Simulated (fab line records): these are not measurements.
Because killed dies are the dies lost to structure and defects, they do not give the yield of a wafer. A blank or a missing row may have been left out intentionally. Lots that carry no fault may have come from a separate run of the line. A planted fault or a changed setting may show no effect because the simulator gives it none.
Comparing a struck lot with a sound one | flow nand harc | 16 steps out of a route of 1159
Sound: wafers L997.1, L997.5, L997.6. Struck: wafer L999.3 (left out: L999.1, a lot-mate that was not struck); the cause follows at the end.
At each step with rows: each side's tool, then ch and its chambers, then its first start. Under that, the readings that differ: sound wafers | struck wafers | difference of the means | sigmas: that difference in standard deviations of wafers without a fault.
alike: readings whose means differ by less than 2 such deviations, and words and numbers that are the same on both sides. not compared: withheld readings, readings that some wafer has no value for, bounds like >300 that may hide the same value, and numbers for which the record gives no deviation and whose values overlap.
Wherever a step has rows on one side only, a row that says differs or no value, or a row with sigmas, the two part there. Non-overlapping numbers with no deviation appear without sigmas and do not part them. Lack of a reading on every wafer of one side parts them only where that side has two or more wafers.

NHARC_P_START_INSPECT_01:
  sound: defect inspect-02 at day 3 06:02; struck: defect inspect-02 at day 3 18:02
  alike: raw defect count
then, 10 steps without rows for these wafers: NHARC_P_ZERO_WELL_PRECLEAN_00 (cleans in SPM, time 600 s); NHARC_P_ZERO_WELL_SRD_01; NHARC_P_ZERO_WELL_PECVD_02 (deposits SiO2, target thk 10 nm); NHARC_P_ZERO_WELL_DEHYDRATE_03 (time 120 s); NHARC_P_ZERO_WELL_HMDS_04 (time 30 s); NHARC_P_ZERO_WELL_COAT_64 (time 65 s); NHARC_P_ZERO_WELL_COAT_05 (resist thk 600 nm); NHARC_P_ZERO_WELL_SOFTBAKE_06 (time 70 s); NHARC_P_ZERO_WELL_EBR_07; NHARC_P_ZERO_WELL_EXPOSE_08 (exposes mask P ZERO, target cd 500 nm).
NHARC_P_ZERO_WELL_PEB_09: peb time 80 s.
  sound on litho track-02 ch 0, day 3 07:10; struck on litho track-02 ch 0, day 3 19:02
  reading                  | sound             | struck | difference | sigmas
  heater power total W (W) | 188.8 189.3 189.4 | 213.9  | +24.7      | +31
then, 1 step without rows for these wafers: NHARC_P_ZERO_WELL_DEVELOP_10 (time 50 s).
NHARC_P_ZERO_WELL_CD_MEAS_11: the cd target is 500 nm.
  sound on cd sem-01 ch 0, day 3 07:16; struck on cd sem-02 ch 0, day 3 19:08
  reading    | sound             | struck | difference | sigmas
  cd nm (nm) | 498.8 500.4 496.9 | 486.7  | -12.0      | -5
then, 1 step without rows for these wafers: NHARC_P_ZERO_WELL_HARDBAKE_12 (time 65 s).
-- record jumps: 19 days between struck wafers' starts before vs after; left off in module P_ZERO_WELL, resumes in module END, first step shown is number 1159 of the route --
NHARC_END_SORT_01:
  only the struck wafers appear in the record here, on prober-01 ch 0 at day 22 08:55; the sound ones have no rows

WHERE THEY PART
Earliest at NHARC_P_ZERO_WELL_PEB_09; latest, in this record, at NHARC_END_SORT_01.

WHY: the cause the simulator had injected
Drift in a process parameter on litho track-02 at NHARC_P_ZERO_WELL_PEB_09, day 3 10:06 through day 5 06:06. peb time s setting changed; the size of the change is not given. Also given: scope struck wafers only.
